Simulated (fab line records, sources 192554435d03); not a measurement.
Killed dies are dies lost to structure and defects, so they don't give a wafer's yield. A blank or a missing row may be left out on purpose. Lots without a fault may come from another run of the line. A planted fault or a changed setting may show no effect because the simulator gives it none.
Problem report in the 8D (eight disciplines) form, filled by code | flow n5_finfet | the parts of the form that need people (team, actions taken, sign-off) are left out

1. THE PROBLEM
spin_speed_rpm at N5_BEOL_M0_SAQP_COAT_72 reads a mean of 1344.7 rpm on 6 wafers of 2 lots; wafers without a fault read 1500.0 rpm with a standard deviation of 0.88. That is -99 or more standard deviations from the usual mean.
The step: time 60 s, resist thk 15 nm.
First seen on wafer L131.1, day 9 19:58, on litho_track-01. The record holds 12 wafers of 4 lots with a number at this step. Rule for "out", or "out of limits": more than 4 standard deviations from the usual mean. The other wafers with a number count as sound.

2. WHAT IT IS AND WHAT IT IS NOT
question                    | is                     | is not
which readings at this step | spin_speed_rpm         | -
which lots                  | L131, L132             | L115, L133
which wafers of those lots  | all that have a number | -
read on which tools         | litho_track-01         | litho_track-04
when                        | from day 9 19:58       | up to then (3 sound wafers); but 3 sound wafers of L133 came after

3. SUSPECTS, AND WHAT RULES EACH OUT
Counting: a tool at a process step up to the reading stays a suspect if it ran every lot that is out and no sound lot after the first of them.
- litho_track-01 at N5_BEOL_M0_SAQP_COAT_72 (time 60 s, resist thk 15 nm): kept. It ran every lot that is out, first L131 (day 9 19:58), and no sound lot after that; its last sound lot up to then is L115 (day 6 03:46). Its own readings are out on those wafers: spin_speed_rpm.
Left after counting: litho_track-01 at N5_BEOL_M0_SAQP_COAT_72.

4. THE CAUSE (what the simulator had put in)
Process parameter drift: litho_track-01, from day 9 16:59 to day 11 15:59, at N5_BEOL_M0_SAQP_COAT_72. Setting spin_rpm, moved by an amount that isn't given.
Counting left only this tool.

5. THE CHAIN OF EFFECTS, in route order
Each row: a reading whose mean over the struck wafers that have a number lies more than 3 standard deviations from the usual. Only readings for which the record gives a usual standard deviation are gone through. hours: the time from each lot's start at the first step in this table that gives one to its start at this step, as a median over the lots. sigmas: the change in usual standard deviations.
hours | step                    | reading        | usual      | on struck wafers | change | sigmas
0     | N5_BEOL_M0_SAQP_COAT_72 | spin_speed_rpm | 1500.0 rpm | 1344.7           | -155.3 | -99 or more
The process steps in it:
- N5_BEOL_M0_SAQP_COAT_72: time 60 s, resist thk 15 nm.
Later measuring or inspecting steps at which every struck wafer that the step has a row for has a number for every such reading, and none has moved that far: N5_BEOL_M4_RC_MEAS_101.

6. WHAT WOULD HAVE CAUGHT IT SOONER
In this record the first reading out of limits was taken at day 9 19:58, 3 hours after the fault began at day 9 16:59.
